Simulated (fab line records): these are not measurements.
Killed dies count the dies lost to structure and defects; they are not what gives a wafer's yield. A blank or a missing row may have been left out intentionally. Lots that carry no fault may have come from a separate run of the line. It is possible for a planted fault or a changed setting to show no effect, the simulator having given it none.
Matching of chambers	flow n5Finfet	N5_BEOL_M1_DESCUM_33 on rieDiel-02 has 4 sister chambers
The step chemistry O2, time 7 s. 8 wafers are shown with their chamber, then 9 later ones without.

WAFERS PAIRED WITH THEIR CHAMBERS
wafer	chamber	showerheadPlenumPTorr (Torr)	throttleValvePct (%)
L083.1	0	2.15	20.41
L083.4	3	2.07	20.78
L085.1	1	2.10	20.51
L085.3	3	2.06	20.79
L085.4	2	2.11	19.83
L086.2	1	2.10	20.51
L086.4	2	2.11	19.84
L086.6	0	2.14	20.43

WAFERS WITH NO CHAMBER GIVEN
wafer	showerheadPlenumPTorr (Torr)	throttleValvePct (%)
L089.3	2.14	20.43
L089.4	2.06	20.79
L089.6	2.14	20.45
L090.2	2.11	19.85
L090.4	2.10	20.52
L090.5	2.06	20.79
L095.4	2.09	20.53
L095.5	2.11	19.85
L095.6	2.14	20.45

THE CHAMBER EACH PASSED THROUGH
wafer	from the rows above	in truth
L089.3	0	0
L089.4	3	3
L089.6	0	0
L090.2	2	2
L090.4	1	1
L090.5	3	3
L095.4	1	1
L095.5	2	2
L095.6	0	0
Correctly placed: 9 of 9. Not placeable from these rows: 0. Placed wrongly: 0.
How it was worked out, from the rows above alone: a wafer's distance from a chamber is the root of the sum, over the readings, of the square of ((its reading less the chamber's mean) divided by the reading's scatter). If the next closest chamber is less than 2 further off than the closest, the wafer can't be placed; otherwise it belongs to the closest. For every chamber, the mean is computed from those of its wafers that are shown. How the scatter is found: for the shown wafers, subtract from each reading the mean of its chamber, square and add these, divide the total by (wafers less chambers), then take the root.
